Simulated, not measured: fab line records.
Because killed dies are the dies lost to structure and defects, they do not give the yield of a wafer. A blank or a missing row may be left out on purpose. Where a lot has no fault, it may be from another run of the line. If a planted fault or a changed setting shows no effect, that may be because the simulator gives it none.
fab line records | flow n5-finfet
record lots=10 | wafers=26 | last-day=18
route steps=1938 shown ILD0@339 SDB@360 BEOL_M4@1111 PASSIVATION@1936
lots that met no fault: from a run of the same line without faults
start-h: start of the lot's first displayed wafer, in hours after the record's first day | wait-h: hours elapsed since this lot's preceding step | " as in the row above | L1.1+2: several wafers, shown together as one row | - no value, or no start given | * or withheld: withheld | < > ~ a bound
route shown NAME@n: NAME is a module with steps in the file, n the number in the route of the first one | usual: average and standard deviation across the fault-free wafers | same: alike in all rows | chamber/n: place in a boat | sites: the reading at each site | _std_site: the standard deviation of these | _edge_site: the outer-site mean with the inner-site mean subtracted | radius-mm: for every site, how far away it sits from the centre of the wafer | mask NAME#n: copy n | behind: the tool/chamber that last shaped the wafer | hold: why the lot went on hold/how many hours it stayed there/how the hold came to an end | device: the n, p or np transistor that did not switch | end of line: tests of these same wafers at the route's end | for a step that has no rows: nothing shown but its recipe | killed: not the wafer's yield, but the dies lost to structure and defects at the first sort | map: a wafer's dies, x killed, . not, _ none there
set.NAME: setting as actually run; set.NAME@STEP: the setting as run at that earlier step | model.NAME: the simulator's own value behind a step, which no gauge read
a sample of lots followed through the steps of the route, with each step as a table and each wafer as a row
services: a tool's chamber out of use, with start hour (start-h, from the record's first day; less than 0 if before it), hours out, and reason
## steps
# step N5_ILD0_THK_MEAS_04
# usual thk-nm=197.4/1.4
lot.wafer | tool          | chamber | start-h | wait-h | thk-nm
L311.1    | film-metro-02 | -       | 61.62   | -      | 196.2
L311.2    | "             | -       | "       | "      | 198.9
L311.5    | "             | -       | "       | "      | 198.6
L313.1    | film-metro-01 | -       | 71.46   | -      | 195.2
L313.2    | "             | -       | "       | "      | 198.1
L313.3    | "             | -       | "       | "      | 196.9
L317.2    | film-metro-01 | -       | 95.36   | -      | 200.1
L317.3    | "             | -       | "       | "      | 198.1
L317.4    | "             | -       | "       | "      | 195.7
L318.1    | film-metro-02 | -       | 104.73  | -      | 197.5
L318.6    | "             | -       | "       | "      | 199.0
L321.3    | film-metro-02 | -       | 120.81  | -      | 199.0
L321.5    | "             | -       | "       | "      | 198.6
L322.1    | film-metro-02 | -       | 129.48  | -      | 198.9
L322.2    | "             | -       | "       | "      | 199.3
L322.6    | "             | -       | "       | "      | 199.4
L326.2    | film-metro-01 | -       | 151.44  | -      | 195.0
L326.5    | "             | -       | "       | "      | 193.8
L328.1    | film-metro-01 | -       | 163.92  | -      | 198.2
L328.3    | "             | -       | "       | "      | 196.6
L331.2    | film-metro-01 | -       | 180.73  | -      | 196.6
L331.3    | "             | -       | "       | "      | 196.3
L331.4    | "             | -       | "       | "      | 198.0
L334.2    | film-metro-02 | -       | 200.42  | -      | 198.2
L334.4    | "             | -       | "       | "      | 195.7
L334.5    | "             | -       | "       | "      | 198.5
# step N5_SDB_ETCH_17
# recipe chemistry=CF4 | target=SiARC | target-depth-a=234 | mask-material=CAR-ArF | time-s=39 | ion-energy-ev=80 | pressure-mtorr=40 | source-w=545 | bias-w=36 | Ar_flow_sccm=100 | cf4-flow-sccm=100 | ends=cleared
# usual drypump-motor-current-A=5.6/0.43 | etch-rf-on-time-s=39.1/1.3 | oes-product-au=0.68/0.081 | rf-vpp-V=184.1/0.98 | showerhead-plenum-p-Torr=2.16/0.058 | throttle-valve-pct=15.5/0.34
lot.wafer | tool        | chamber | start-h | wait-h | drypump-motor-current-A | etch-rf-on-time-s | oes-product-au | rf-hours-counter-h | rf-vpp-V | showerhead-plenum-p-Torr | throttle-valve-pct
L311.1    | rie-diel-04 | 0       | 65.80   | 0.0    | 5.8                     | 39.9              | 0.60           | 211                | 183.8    | 2.13                     | 15.9
L311.2    | "           | 1       | "       | "      | 5.2                     | 37.2              | 0.61           | 236                | 183.3    | 2.04                     | 15.9
L311.5    | "           | 1       | "       | "      | 5.2                     | 37.2              | 0.61           | -                  | 182.9    | 2.04                     | 15.9
L313.1    | rie-diel-04 | 0       | 75.98   | 0.0    | 5.9                     | 39.5              | 0.59           | 214                | 184.8    | 2.13                     | 15.9
L313.2    | "           | 1       | "       | "      | 5.2                     | 37.4              | 0.60           | 240                | 182.1    | 2.04                     | 15.9
L313.3    | "           | 2       | "       | "      | 4.9                     | 38.9              | 0.77           | 18                 | 183.3    | 2.18                     | 15.1
L317.2    | rie-diel-02 | 3       | 99.54   | 0.0    | 6.1                     | 40.6              | 0.61           | 166                | 182.5    | 2.13                     | 15.7
L317.3    | "           | 0       | "       | "      | 6.2                     | 38.1              | 0.61           | 245                | 184.7    | 2.10                     | 16.2
L317.4    | "           | 1       | "       | "      | 5.4                     | 39.0              | 0.73           | -                  | 183.6    | 2.08                     | 15.0
L318.1    | rie-diel-01 | 1       | 108.91  | 0.0    | 5.5                     | 40.7              | 0.57           | 238                | 184.9    | 2.19                     | 15.5
L318.6    | "           | 3       | "       | "      | 4.8                     | 39.1              | 0.69           | -                  | 184.6    | 2.16                     | 15.1
L321.3    | rie-diel-02 | 1       | 125.08  | 0.0    | 5.4                     | 38.6              | 0.72           | 60                 | 184.1    | 2.07                     | 15.1
L321.5    | "           | 3       | "       | "      | 6.1                     | 40.4              | 0.61           | -                  | 184.6    | 2.13                     | 15.8
L322.1    | rie-diel-04 | 2       | 133.66  | 0.0    | 5.0                     | 38.8              | 0.74           | 35                 | 184.1    | 2.17                     | 15.1
L322.2    | "           | 3       | "       | "      | 5.6                     | 36.7              | 0.62           | 231                | 184.2    | 2.21                     | 15.9
L322.6    | "           | 3       | "       | "      | 5.6                     | 36.6              | 0.62           | -                  | 184.9    | 2.21                     | 15.9
L326.2    | rie-diel-04 | 2       | 155.81  | 0.0    | 4.9                     | 29.6              | 0.86           | 43                 | 184.0    | 2.17                     | 15.2
L326.5    | "           | 0       | "       | "      | 5.8                     | 39.9              | 0.57           | -                  | 182.9    | 2.11                     | 16.0
L328.1    | rie-diel-04 | 3       | 167.97  | 0.0    | 5.6                     | 36.8              | 0.61           | 243                | 184.2    | 2.21                     | 15.9
L328.3    | "           | 2       | "       | "      | 5.0                     | 29.6              | 0.85           | 47                 | 185.0    | 2.17                     | 15.2
L331.2    | rie-diel-01 | 1       | 185.54  | 0.0    | 5.5                     | 40.0              | 0.77           | 11                 | 183.1    | 2.18                     | 15.0
L331.3    | "           | 2       | "       | "      | 5.6                     | 37.7              | 0.77           | 29                 | 184.2    | 2.18                     | 15.4
L331.4    | "           | 0       | "       | "      | 5.6                     | 39.5              | 0.62           | 178                | 184.5    | 2.22                     | 15.6
L334.2    | rie-diel-01 | 0       | 204.59  | 0.0    | 5.6                     | 39.7              | 0.61           | 185                | 185.0    | 2.22                     | 15.6
L334.4    | "           | 3       | "       | "      | 4.8                     | 38.8              | 0.66           | 103                | 184.8    | 2.15                     | 15.1
L334.5    | "           | 2       | "       | "      | 5.6                     | 37.9              | 0.76           | -                  | 182.6    | 2.18                     | 15.5
# step N5_SDB_ETCH_18
# recipe chemistry=N2/H2 | target=SOC | target-depth-a=1000 | overetch-a=200 | mask-material=SiARC | temp-c=40 | time-s=150 | ion-energy-ev=200 | pressure-mtorr=30 | source-w=840 | bias-w=150 | n2-flow-sccm=200 | h2-flow-sccm=200
# usual drypump-motor-current-A=5.6/0.44 | oes-product-au=0.71/0.084 | rf-vpp-V=524.5/2.1 | showerhead-plenum-p-Torr=2.56/0.075 | temp-c=40.01/0.1 | throttle-valve-pct=17.70/0.24
lot.wafer | tool        | chamber | start-h | wait-h | drypump-motor-current-A | oes-product-au | rf-hours-counter-h | rf-vpp-V | showerhead-plenum-p-Torr | temp-c | throttle-valve-pct
L311.1    | rie-diel-04 | 0       | 65.84   | 0.0    | 5.9                     | 0.63           | 211                | 523.1    | 2.49                     | 39.83  | 17.89
L311.2    | "           | 1       | "       | "      | 5.2                     | 0.62           | 236                | 520.5    | 2.43                     | 40.14  | 18.16
L311.5    | "           | 1       | "       | "      | 5.2                     | 0.62           | -                  | 520.1    | 2.43                     | 39.98  | 18.14
L313.1    | rie-diel-04 | 0       | 76.01   | 0.0    | 5.9                     | 0.63           | 214                | 523.6    | 2.49                     | 39.86  | 17.88
L313.2    | "           | 1       | "       | "      | 5.2                     | 0.62           | 240                | 521.2    | 2.43                     | 40.08  | 18.16
L313.3    | "           | 2       | "       | "      | 5.0                     | 0.80           | 18                 | 523.7    | 2.61                     | 40.05  | 17.65
L317.2    | rie-diel-02 | 3       | 99.57   | 0.0    | 6.1                     | 0.67           | 167                | 523.0    | 2.51                     | 39.96  | 17.82
L317.3    | "           | 0       | "       | "      | 6.2                     | 0.63           | 245                | 523.1    | 2.48                     | 39.85  | 18.30
L317.4    | "           | 1       | "       | "      | 5.4                     | 0.76           | -                  | 521.0    | 2.48                     | 40.10  | 17.43
L318.1    | rie-diel-01 | 1       | 108.94  | 0.0    | 5.6                     | 0.62           | 238                | 525.2    | 2.60                     | 40.14  | 17.62
L318.6    | "           | 3       | "       | "      | 4.8                     | 0.73           | -                  | 524.8    | 2.58                     | 39.88  | 17.50
L321.3    | rie-diel-02 | 1       | 125.11  | 0.0    | 5.4                     | 0.75           | 60                 | 523.0    | 2.47                     | 39.93  | 17.43
L321.5    | "           | 3       | "       | "      | 6.1                     | 0.65           | -                  | 523.0    | 2.50                     | 40.07  | 17.85
L322.1    | rie-diel-04 | 2       | 133.69  | 0.0    | 5.0                     | 0.77           | 35                 | 524.4    | 2.60                     | 39.94  | 17.69
L322.2    | "           | 3       | "       | "      | 5.6                     | 0.63           | 231                | 525.2    | 2.61                     | 39.88  | 18.03
L322.6    | "           | 3       | "       | "      | 5.6                     | 0.62           | -                  | 524.9    | 2.61                     | 40.22  | 18.03
L326.2    | rie-diel-04 | 2       | 155.85  | 0.0    | 5.0                     | 0.77           | 43                 | 526.0    | 2.60                     | 40.05  | 17.69
L326.5    | "           | 0       | "       | "      | 5.9                     | 0.62           | -                  | 522.5    | 2.48                     | 40.09  | 17.96
L328.1    | rie-diel-04 | 3       | 168.01  | 0.0    | 5.6                     | 0.62           | 244                | 526.7    | 2.61                     | 40.12  | 18.06
L328.3    | "           | 2       | "       | "      | 5.0                     | 0.76           | 47                 | 523.9    | 2.60                     | 39.93  | 17.71
L331.2    | rie-diel-01 | 1       | 185.57  | 0.0    | 5.5                     | 0.82           | 11                 | 525.6    | 2.59                     | 40.01  | 17.27
L331.3    | "           | 2       | "       | "      | 5.6                     | 0.79           | 29                 | 526.4    | 2.59                     | 40.00  | 17.67
L331.4    | "           | 0       | "       | "      | 5.7                     | 0.65           | 178                | 527.7    | 2.64                     | 39.92  | 17.68
L334.2    | rie-diel-01 | 0       | 204.63  | 0.0    | 5.7                     | 0.64           | 186                | 527.3    | 2.64                     | 39.92  | 17.69
L334.4    | "           | 3       | "       | "      | 4.8                     | 0.69           | 104                | 526.0    | 2.56                     | 40.05  | 17.56
L334.5    | "           | 2       | "       | "      | 5.6                     | 0.78           | -                  | 525.4    | 2.59                     | 40.12  | 17.67
# step N5_SDB_HM_OPEN_20
# recipe chemistry=CH3F/O2 | target=SiNx | mask-material=SOC | target-depth-a=240 | stop-on=poly-Si | over-etch-frac=0.4 | ion-energy-ev=120 | pressure-mtorr=30 | source-w=395 | bias-w=73 | Ar_flow_sccm=150 | CH3F_flow_sccm=30 | O2_flow_sccm=20
# usual drypump-motor-current-A=5.6/0.44 | oes_f_703_au=0.79/0.095 | oes-product-au=0.65/0.078 | rf-vpp-V=301/10 | showerhead-plenum-p-Torr=2.02/0.06 | throttle-valve-pct=16.2/0.33
# same over-etch-frac=0.4
lot.wafer | tool        | chamber | start-h | wait-h | drypump-motor-current-A | oes_f_703_au | oes-product-au | rf-hours-counter-h | rf-vpp-V | showerhead-plenum-p-Torr | throttle-valve-pct
L311.1    | rie-diel-04 | 0       | 66.00   | 0.0    | 5.8                     | 0.68         | 0.57           | 211                | 304      | 1.97                     | 16.5
L311.2    | "           | 1       | "       | "      | 5.2                     | 0.72         | 0.57           | 236                | 290      | 1.90                     | 16.6
L311.5    | "           | 1       | "       | "      | 5.2                     | 0.72         | 0.58           | -                  | 290      | 1.90                     | 16.6
L313.1    | rie-diel-04 | 0       | 76.17   | 0.0    | 5.9                     | 0.68         | 0.56           | 214                | 303      | 1.97                     | 16.5
L313.2    | "           | 1       | "       | "      | 5.2                     | 0.72         | 0.57           | 240                | 289      | 1.90                     | 16.6
L313.3    | "           | 2       | "       | "      | 5.0                     | 0.86         | 0.71           | 18                 | 306      | 2.05                     | 15.9
L317.2    | rie-diel-02 | 3       | 99.73   | 0.0    | 6.1                     | 0.69         | 0.60           | 167                | 299      | 2.01                     | 16.6
L317.3    | "           | 0       | "       | "      | 6.2                     | 0.72         | 0.56           | 245                | 298      | 1.95                     | 16.8
L317.4    | "           | 1       | "       | "      | 5.3                     | 0.84         | 0.69           | -                  | 297      | 1.93                     | 15.7
L318.1    | rie-diel-01 | 1       | 109.10  | 0.0    | 5.5                     | 0.64         | 0.55           | 238                | 318      | 2.06                     | 16.2
L318.6    | "           | 3       | "       | "      | 4.8                     | 0.84         | 0.66           | -                  | 285      | 2.02                     | 15.8
L321.3    | rie-diel-02 | 1       | 125.27  | 0.0    | 5.4                     | 0.83         | 0.69           | 60                 | 299      | 1.93                     | 15.8
L321.5    | "           | 3       | "       | "      | 6.1                     | 0.69         | 0.61           | -                  | 299      | 2.00                     | 16.6
L322.1    | rie-diel-04 | 2       | 133.85  | 0.0    | 4.9                     | 0.82         | 0.71           | 36                 | 306      | 2.04                     | 16.0
L322.2    | "           | 3       | "       | "      | 5.6                     | 0.76         | 0.58           | 231                | 289      | 2.08                     | 16.7
L322.6    | "           | 3       | "       | "      | 5.6                     | 0.76         | 0.57           | -                  | 289      | 2.08                     | 16.7
L326.2    | rie-diel-04 | 2       | 156.01  | 0.0    | 5.0                     | 0.82         | 0.69           | 43                 | 306      | 2.04                     | 16.0
L326.5    | "           | 0       | "       | "      | 5.9                     | 0.66         | 0.55           | -                  | 305      | 1.96                     | 16.6
L328.1    | rie-diel-04 | 3       | 168.16  | 0.0    | 5.6                     | 0.75         | 0.56           | 244                | 289      | 2.07                     | 16.7
L328.3    | "           | 2       | "       | "      | 5.0                     | 0.81         | 0.68           | 47                 | 306      | 2.04                     | 16.0
L331.2    | rie-diel-01 | 1       | 185.73  | 0.0    | 5.5                     | 0.87         | 0.73           | 11                 | 318      | 2.05                     | 15.8
L331.3    | "           | 2       | "       | "      | 5.6                     | 0.90         | 0.71           | 29                 | 297      | 2.05                     | 16.2
L331.4    | "           | 0       | "       | "      | 5.6                     | 0.70         | 0.60           | 178                | 313      | 2.08                     | 16.3
L334.2    | rie-diel-01 | 0       | 204.78  | 0.0    | 5.7                     | 0.70         | 0.58           | 186                | 312      | 2.08                     | 16.3
L334.4    | "           | 3       | "       | "      | 4.8                     | 0.80         | 0.63           | 104                | 285      | 2.01                     | 15.9
L334.5    | "           | 2       | "       | "      | 5.6                     | 0.87         | 0.72           | -                  | 299      | 2.05                     | 16.2
# step N5_BEOL_M4_RC_MEAS_101
# usual DIBL_N=36.2/2.2 | DIBL_P=36.5/3 | IOFF_N=0.16/0.039 | IOFF_P=0.22/0.047 | ION_N=675/15 | ION_P=463/10 | SS_N=71.6/0.71 | SS_P=73.4/0.94 | VT_N=250/3.6 | VT_P=-250/3.9
lot.wafer | tool      | chamber | start-h | wait-h | DIBL_N[mV/V] | DIBL_P[mV/V] | IOFF_N[nA/um] | IOFF_P[nA/um] | ION_N[uA/um] | ION_P[uA/um] | SS_N[mV/dec] | SS_P[mV/dec] | VT_N[mV] | VT_P[mV]
L311.1    | prober-01 | 0       | 161.40  | 0.0    | 32.5         | 32.4         | 0.11          | 0.16          | 650          | 452          | 70.7         | 72.4         | 252      | -253
L311.2    | "         | 0       | "       | "      | 36.8         | 37.7         | 0.20          | 0.25          | 690          | 468          | 71.8         | 74.1         | 241      | -249
L311.5    | "         | 0       | "       | "      | 35.2         | 36.3         | 0.17          | 0.22          | 677          | 463          | 71.6         | 72.6         | 247      | -248
L313.1    | prober-02 | 0       | 169.20  | 0.0    | 35.0         | 34.9         | 0.13          | 0.22          | 644          | 451          | 71.5         | 73.5         | 255      | -250
L313.2    | "         | 0       | "       | "      | 34.3         | 32.9         | 0.11          | 0.16          | 654          | 455          | 70.7         | 72.8         | 255      | -253
L313.3    | "         | 0       | "       | "      | 33.8         | 33.2         | 0.13          | 0.18          | 670          | 464          | 70.5         | 73.0         | 250      | -250
L317.2    | prober-02 | 0       | 200.96  | 0.2    | 35.2         | 36.0         | 0.16          | 0.22          | 676          | 464          | 71.9         | 74.0         | 249      | -249
L317.3    | "         | 0       | "       | "      | 34.7         | 34.5         | 0.15          | 0.19          | 674          | 457          | 71.3         | 73.0         | 250      | -249
L317.4    | "         | 0       | "       | "      | 38.8         | 40.0         | 0.24          | 0.31          | 690          | 474          | 73.3         | 75.5         | 243      | -246
L318.1    | prober-01 | 0       | 214.21  | 0.0    | 39.0         | 40.5         | 0.18          | 0.25          | 696          | 479          | 71.5         | 73.8         | 250      | -249
L318.6    | "         | 0       | "       | "      | 38.5         | 40.0         | 0.18          | 0.24          | 694          | 477          | 71.4         | 74.2         | 250      | -247
L321.3    | prober-02 | 0       | 227.28  | 0.3    | 37.8         | 41.4         | 0.19          | 0.29          | 672          | 471          | 72.0         | 73.6         | 249      | -245
L321.5    | "         | 0       | "       | "      | 32.0         | 33.5         | 0.10          | 0.17          | 647          | 454          | 69.9         | 72.1         | 255      | -251
L322.1    | prober-02 | 0       | 230.48  | 0.0    | 35.6         | 36.8         | 0.15          | 0.21          | 663          | 463          | 71.8         | 73.6         | 252      | -248
L322.2    | "         | 0       | "       | "      | 35.6         | 36.7         | 0.15          | 0.20          | 690          | 473          | 71.2         | 73.7         | 251      | -251
L322.6    | "         | 0       | "       | "      | 33.2         | 34.3         | 0.12          | 0.18          | 657          | 454          | 70.3         | 73.6         | 255      | -251
L326.2    | prober-01 | 0       | 274.26  | 0.2    | 34.4         | 33.3         | 0.11          | 0.17          | 665          | 459          | 70.5         | 73.3         | 254      | -253
L326.5    | "         | 0       | "       | "      | 39.0         | 38.4         | 0.19          | 0.25          | 692          | 470          | 71.7         | 74.8         | 248      | -249
L328.1    | prober-02 | 0       | 280.15  | 0.0    | 38.7         | 39.4         | 0.23          | 0.26          | 710          | 479          | 72.4         | 74.2         | 242      | -248
L328.3    | "         | 0       | "       | "      | 36.8         | 36.2         | 0.18          | 0.21          | 690          | 460          | 72.1         | 73.8         | 246      | -250
L331.2    | prober-01 | 0       | 286.86  | 0.2    | 36.1         | 37.7         | 0.18          | 0.27          | 673          | 466          | 72.0         | 74.1         | 249      | -245
L331.3    | "         | 0       | "       | "      | 34.7         | 35.3         | 0.15          | 0.22          | 683          | 473          | 71.0         | 73.4         | 249      | -248
L331.4    | "         | 0       | "       | "      | 37.6         | 37.5         | 0.20          | 0.26          | 681          | 467          | 71.9         | 73.8         | 244      | -247
L334.2    | prober-01 | 0       | 321.09  | 0.2    | 34.2         | 36.4         | 0.15          | 0.21          | 678          | 460          | 71.5         | 74.1         | 248      | -249
L334.4    | "         | 0       | "       | "      | 36.0         | 37.1         | 0.18          | 0.22          | 682          | 462          | 71.9         | 73.2         | 246      | -250
L334.5    | "         | 0       | "       | "      | 32.6         | 33.2         | 0.12          | 0.17          | 665          | 457          | 71.3         | 72.6         | 251      | -254
# step N5_PASSIVATION_PROBE_49
# usual defect-limited-yield=91.5/1.5 | killed_at_M0_to_M3=32/10 | killed_at_M4_up=13/4.9 | killed-at-contacts=13/6.1 | killed-at-front-end=38/11 | killed-at-other=3/3.2 | killed-dies=101/18 | killed-open=66/13 | killed-short=32/8.3 | sort_bin_5_function=5.0/1 | sort_bin_6_memory=3.2/0.74 | sort_bin_8_speed=0.1/1.1 | sort-n-pass=1078/22 | sort-yield-pct=91.3/1.9
# same gross-dies=1180 | killed-at-back-side=0 | sort_bin_4_leakage[%]=0
lot.wafer | tool      | chamber | start-h | wait-h | defect-limited-yield[%] | killed_at_M0_to_M3 | killed_at_M4_up | killed-at-contacts | killed-at-front-end | killed-at-other | killed-dies | killed-open | killed-short | sort_bin_5_function[%] | sort_bin_6_memory[%] | sort_bin_8_speed[%] | sort-n-pass | sort-yield-pct[%]
L311.1    | prober-02 | -       | 269.13  | 0.0    | 89.9                    | 36                 | 12              | 29                 | 37                  | 5               | 119         | 73          | 42           | 6.3                    | 3.5                  | 0                   | 1061        | 89.9
L311.2    | prober-02 | -       | 269.18  | 0.1    | 88.3                    | 63                 | 12              | 18                 | 44                  | 1               | 138         | 93          | 41           | 6.1                    | 5.0                  | 0                   | 1042        | 88.3
L311.5    | prober-02 | -       | 269.33  | 0.2    | 89.8                    | 38                 | 7               | 22                 | 48                  | 5               | 120         | 78          | 39           | 5.3                    | 4.2                  | 0                   | 1060        | 89.8
L322.1    | prober-01 | -       | 335.35  | 0.0    | 92.7                    | 23                 | 12              | 12                 | 35                  | 4               | 86          | 54          | 30           | 4.5                    | 2.6                  | 0                   | 1094        | 92.7
L322.2    | prober-01 | -       | 335.40  | 0.1    | 92.0                    | 20                 | 16              | 22                 | 24                  | 12              | 94          | 70          | 22           | 4.8                    | 2.8                  | 0                   | 1086        | 92.0
L322.6    | prober-01 | -       | 335.60  | 0.3    | 91.5                    | 39                 | 4               | 16                 | 36                  | 5               | 100         | 62          | 37           | 4.3                    | 3.7                  | 0                   | 1080        | 91.5
L328.1    | prober-02 | -       | 386.71  | 0.0    | 92.0                    | 23                 | 14              | 9                  | 46                  | 2               | 94          | 56          | 23           | 4.3                    | 2.3                  | 0                   | 1086        | 92.0
# killed by level:class
L311.1 MOL_CONTACT_COAG:geometric-particle:open=22 BEOL_M0_SAQP:geometric-particle:open=13 BEOL_M0_SAQP:geometric-particle:short=10 DUMMY_GATE:geometric-particle:open=7 MOL_CONTACT_COAG:geometric-particle:short=7 FIN_SAQP:geometric-particle:short=6 BEOL_M4:geometric-particle:open=6 ILD0:geometric-particle:open=4
L311.2 MOL_CONTACT_COAG:geometric-particle:open=16 BEOL_M0_SAQP:geometric-particle:short=10 BEOL_M3:geometric-particle:open=10 FIN_SAQP:geometric-particle:short=8 STI_FIN_REVEAL:geometric-particle:open=8 BEOL_M1:geometric-particle:open=8 BEOL_M0_SAQP:geometric-particle:open=8 FIN_SAQP:geometric-particle:open=7
L311.5 MOL_CONTACT_COAG:geometric-particle:open=17 BEOL_M1:geometric-particle:open=11 STI_FIN_REVEAL:geometric-particle:open=10 FIN_SAQP:geometric-particle:open=9 GATE_CUT:geometric-particle:short=7 BEOL_M0_SAQP:geometric-particle:short=7 DUMMY_GATE:geometric-particle:open=5 BEOL_M0_SAQP:geometric-particle:open=5
L322.1 MOL_CONTACT_COAG:geometric-particle:open=11 FIN_SAQP:geometric-particle:short=7 STI_FIN_REVEAL:geometric-particle:open=7 GATE_CUT:geometric-particle:short=7 BEOL_M3:geometric-particle:open=7 DUMMY_GATE:geometric-particle:open=4 GATE_CUT:geometric-particle:open=4 BEOL_M0_SAQP:geometric-particle:open=4
L322.2 MOL_CONTACT_COAG:geometric-particle:open=19 DUMMY_GATE:geometric-particle:open=8 BEOL_M4:geometric-particle:open=8 BEOL_M1:geometric-particle:open=6 PAD_METAL:geometric-particle:short=5 BEOL_M0_SAQP:geometric-particle:short=4 STARTING-WAFER:geometric-particle:open=4 BEOL_M0_SAQP:geometric-particle:open=3
L322.6 STI_FIN_REVEAL:geometric-particle:open=12 BEOL_M0_SAQP:geometric-particle:short=12 MOL_CONTACT_COAG:geometric-particle:open=9 FIN_SAQP:geometric-particle:short=7 MOL_CONTACT_COAG:geometric-particle:short=7 BEOL_M0_SAQP:geometric-particle:open=7 BEOL_M3:geometric-particle:open=5 DUMMY_GATE:geometric-particle:open=4
L328.1 HKMG_FIN:area-etch=15 BEOL_M0_SAQP:geometric-particle:short=10 STI_FIN_REVEAL:geometric-particle:open=9 MOL_CONTACT_COAG:geometric-particle:open=9 BEOL_M0_SAQP:geometric-particle:open=7 GATE_CUT:geometric-particle:open=4 BEOL_M5:geometric-particle:open=4 FIN_SAQP:geometric-particle:open=3
## services
tool        | chamber | start-h | hours | kind
rie-diel-01 | 2       | 80.94   | -     | clean
rie-diel-01 | 2       | 80.94   | -     | consumable-replace:focus-ring
rie-diel-01 | 2       | 80.94   | 28.7  | scheduled-down
rie-diel-01 | 2       | 80.94   | 28.7  | vent-cycle
rie-diel-04 | 2       | 84.75   | 13.7  | repair
rie-diel-04 | 1       | 101.89  | -     | clean
rie-diel-04 | 1       | 101.89  | -     | consumable-replace:focus-ring
rie-diel-04 | 1       | 101.89  | -     | consumable-replace:showerhead
rie-diel-04 | 1       | 101.89  | 14.8  | scheduled-down
rie-diel-04 | 1       | 101.89  | 14.8  | vent-cycle
rie-diel-01 | 0       | 114.92  | 6.0   | repair
rie-diel-01 | 1       | 139.95  | -     | clean
rie-diel-01 | 1       | 139.95  | -     | consumable-replace:focus-ring
rie-diel-01 | 1       | 139.95  | 16.9  | scheduled-down
rie-diel-01 | 1       | 139.95  | 16.9  | vent-cycle
rie-diel-04 | 0       | 165.14  | -     | clean
rie-diel-04 | 0       | 165.14  | -     | consumable-replace:focus-ring
rie-diel-04 | 0       | 165.14  | 17.2  | scheduled-down
rie-diel-04 | 0       | 165.14  | 17.2  | vent-cycle
rie-diel-04 | 1       | 173.76  | 7.8   | repair
rie-diel-04 | 3       | 182.36  | -     | clean
rie-diel-04 | 3       | 182.36  | -     | consumable-replace:focus-ring
rie-diel-04 | 3       | 182.36  | 21.1  | scheduled-down
rie-diel-04 | 3       | 182.36  | 21.1  | vent-cycle
## key
first-sign step=N5_SDB_ETCH_17 | reading=etch-rf-on-time-s | direction=down | sigmas=7.2 | usual=* | struck=*
effect none on later readings
met-at N5_SDB_ETCH_17
struck-lots L326,L328
struck-wafers L326.2,L328.3
baseline-loss step=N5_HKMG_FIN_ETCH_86 | wafers=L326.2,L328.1
not-acting-at N5_ILD0_THK_MEAS_04,N5_SDB_ETCH_18,N5_SDB_HM_OPEN_20
onset-between 133.66 155.81
fault kind=process-parameter-drift | tool=rie-diel-04 | chamber=- | onset-h=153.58 | steps=N5_SDB_ETCH_17 | channel=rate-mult | offset=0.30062 | shape=step | end-h=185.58 | scope=struck-wafers-only
# baseline-loss: these wafers lose ten dies or more at that step, a loss of the line's own and not of a fault; the sort's usual values leave them out
